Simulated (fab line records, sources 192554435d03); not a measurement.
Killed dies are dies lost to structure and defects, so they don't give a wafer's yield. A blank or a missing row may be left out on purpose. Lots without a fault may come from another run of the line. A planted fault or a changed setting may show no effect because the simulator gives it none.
Chamber matching | flow n5_finfet | N5_BEOL_M4_STRIP_66 on rie_diel-02: 4 sister chambers
The step strips in CF4. 8 wafers are shown with their chamber, then 10 later ones without.

WAFERS WITH THEIR CHAMBER
wafer  | chamber | drypump_motor_current_A (A) | showerhead_plenum_p_Torr (Torr)
L082.1 | 1       | 5.5                         | 1.76
L086.2 | 2       | 5.3                         | 1.85
L086.4 | 0       | 6.3                         | 1.81
L089.1 | 3       | 5.7                         | 1.76
L089.3 | 0       | 6.3                         | 1.81
L089.5 | 2       | 5.2                         | 1.85
L090.1 | 3       | 5.7                         | 1.75
L090.2 | 1       | 5.5                         | 1.76

WAFERS WITHOUT THEIR CHAMBER
wafer  | drypump_motor_current_A (A) | showerhead_plenum_p_Torr (Torr)
L090.4 | 6.3                         | 1.81
L092.3 | 5.4                         | 1.76
L092.4 | 6.3                         | 1.81
L092.5 | 5.2                         | 1.84
L096.3 | 5.5                         | 1.76
L096.5 | 6.3                         | 1.81
L096.6 | 5.7                         | 1.75
L097.1 | 5.7                         | 1.75
L097.3 | 6.3                         | 1.81
L097.5 | 5.7                         | 1.75

WHICH CHAMBER EACH WENT THROUGH
wafer  | from the rows above | in truth
L090.4 | 0                   | 0
L092.3 | 1                   | 1
L092.4 | 0                   | 0
L092.5 | 2                   | 2
L096.3 | 1                   | 1
L096.5 | 0                   | 0
L096.6 | 3                   | 3
L097.1 | 3                   | 3
L097.3 | 0                   | 0
L097.5 | 3                   | 3
Placed correctly: 10 of 10. Can't be placed from these rows: 0. Placed wrongly: 0.
How it was worked out, from the rows above alone: a wafer's distance from a chamber is the root of the sum, over the readings, of the square of ((its reading less the chamber's mean) divided by the reading's scatter). The wafer belongs to the nearest chamber; if the next one is less than 2 further off, it can't be placed. A chamber's mean is the mean of its shown wafers. The scatter: the root of (the sum of the squares of (reading less its chamber's mean) over the shown wafers, divided by (wafers less chambers)).
